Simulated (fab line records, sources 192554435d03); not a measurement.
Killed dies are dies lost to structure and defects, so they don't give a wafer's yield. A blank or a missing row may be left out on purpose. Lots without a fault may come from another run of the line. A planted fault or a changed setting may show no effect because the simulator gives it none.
Chamber matching | flow n5_finfet | N5_BEOL_M0_SAQP_PECVD_04 on pecvd-02: 3 sister chambers
The step deposits a-Si from SiH4/He, target thk 60 nm, time 60.2 s. 6 wafers are shown with their chamber, then 7 later ones without.

WAFERS WITH THEIR CHAMBER
wafer  | chamber | showerhead_plenum_p_Torr (Torr) | throttle_valve_pct (%)
L082.2 | 1       | 5.67                            | 19.1
L085.2 | 2       | 5.60                            | 17.9
L085.3 | 0       | 5.71                            | 18.3
L085.5 | 1       | 5.66                            | 18.8
L086.1 | 2       | 5.58                            | 18.0
L086.4 | 0       | 5.70                            | 18.8

WAFERS WITHOUT THEIR CHAMBER
wafer  | showerhead_plenum_p_Torr (Torr) | throttle_valve_pct (%)
L086.6 | 5.67                            | 19.0
L087.1 | 5.66                            | 18.7
L087.4 | 5.72                            | 18.6
L087.5 | 5.60                            | 18.0
L091.1 | 5.68                            | 19.0
L091.3 | 5.58                            | 17.8
L091.5 | 5.59                            | 17.9

WHICH CHAMBER EACH WENT THROUGH
wafer  | from the rows above     | in truth
L086.6 | 1                       | 1
L087.1 | 1                       | 1
L087.4 | 0                       | 0
L087.5 | 2                       | 2
L091.1 | can't be placed: 1 or 0 | 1
L091.3 | 2                       | 2
L091.5 | 2                       | 2
Placed correctly: 6 of 7. Can't be placed from these rows: 1 (the true chamber is among the candidates in 1). Placed wrongly: 0.
How it was worked out, from the rows above alone: a wafer's distance from a chamber is the root of the sum, over the readings, of the square of ((its reading less the chamber's mean) divided by the reading's scatter). The wafer belongs to the nearest chamber; if the next one is less than 2 further off, it can't be placed. A chamber's mean is the mean of its shown wafers. The scatter: the root of (the sum of the squares of (reading less its chamber's mean) over the shown wafers, divided by (wafers less chambers)).
